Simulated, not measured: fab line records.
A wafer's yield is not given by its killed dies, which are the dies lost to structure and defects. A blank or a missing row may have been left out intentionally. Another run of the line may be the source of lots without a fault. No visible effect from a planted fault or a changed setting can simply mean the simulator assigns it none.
The tool behind it: which one? / flow nand harc / 12 lots with 36 wafers sampled at 2 steps, on a route of 1302 steps

== WHAT THE GAUGES READ, wafer by wafer ==
NHARC_P_STI_CD_MEAS_16.
lot=L075; measured=day 3 08:51; on=cd sem-03; cd nm (nm)=198.6 200.5 202.9
lot=L077; measured=day 4 02:17; on=cd sem-01; cd nm (nm)=199.6 200.2 194.7
lot=L079; measured=day 4 21:44; on=cd sem-02; cd nm (nm)=197.7 195.9 194.4
lot=L081; measured=day 5 17:55; on=cd sem-02; cd nm (nm)=197.9 196.4 194.5
lot=L083; measured=day 6 14:04; on=cd sem-02; cd nm (nm)=198.9 195.3 198.2
lot=L085; measured=day 7 08:54; on=cd sem-01; cd nm (nm)=198.1 200.0 198.1
lot=L087; measured=day 8 05:31; on=cd sem-02; cd nm (nm)=199.3 201.4 202.1
lot=L089; measured=day 9 01:07; on=cd sem-01; cd nm (nm)=200.6 203.0 199.9
lot=L091; measured=day 9 21:22; on=cd sem-03; cd nm (nm)=200.0 197.5 197.6
lot=L093; measured=day 10 17:41; on=cd sem-03; cd nm (nm)=201.5 198.3 198.1
lot=L095; measured=day 11 13:17; on=cd sem-02; cd nm (nm)=197.6 199.2 200.6
lot=L097; measured=day 12 09:02; on=cd sem-02; cd nm (nm)=202.7 198.8 201.8

== WHICH TOOL RAN EACH LOT (tool, then ch and the chambers of the sampled wafers, then the start) ==
lot=L075; NHARC_P_ZERO_WELL_DESCUM_13=rie diel-06 ch 1,2,3, day 2 07:25
lot=L077; NHARC_P_ZERO_WELL_DESCUM_13=rie diel-06 ch 2,3, day 3 03:28
lot=L079; NHARC_P_ZERO_WELL_DESCUM_13=rie diel-06 ch 1,2,3, day 3 23:26
lot=L081; NHARC_P_ZERO_WELL_DESCUM_13=rie diel-06 ch 1,3, day 4 19:29
lot=L083; NHARC_P_ZERO_WELL_DESCUM_13=rie diel-06 ch 0,1,2, day 5 15:25
lot=L085; NHARC_P_ZERO_WELL_DESCUM_13=rie diel-01 ch 1,2,3, day 6 11:26
lot=L087; NHARC_P_ZERO_WELL_DESCUM_13=rie diel-01 ch 0,1,3, day 7 07:24
lot=L089; NHARC_P_ZERO_WELL_DESCUM_13=rie diel-06 ch 1,2, day 8 03:25
lot=L091; NHARC_P_ZERO_WELL_DESCUM_13=rie diel-06 ch 2,3, day 8 23:16
lot=L093; NHARC_P_ZERO_WELL_DESCUM_13=rie diel-10 ch 0,1,3, day 9 19:25
lot=L095; NHARC_P_ZERO_WELL_DESCUM_13=rie diel-10 ch 1,3, day 10 15:17
lot=L097; NHARC_P_ZERO_WELL_DESCUM_13=rie diel-06 ch 1,3, day 11 11:29
- NHARC_P_ZERO_WELL_DESCUM_13: chemistry O2, time 3 s.

== THE ANSWER, worked out from the rows above alone ==
Rule: the usual values come from the lots themselves. The widest of any qualifying gaps counts: lots, ordered by their means at a reading, are off when they make up no more than a third of the lots, leave a main group of 4 or more, and stand apart from it by 3 or more times the standard deviation of that group's means. Not used: any main group whose means are identical at the precision the tables above print for the reading. A lot without any number at a reading at which 4 lots or more have one is off too. All remaining lots with rows at the step are treated as sound.
None of the lots is off at any reading shown; this tells nothing.

== WHAT THE SIMULATOR HAD PUT IN ==
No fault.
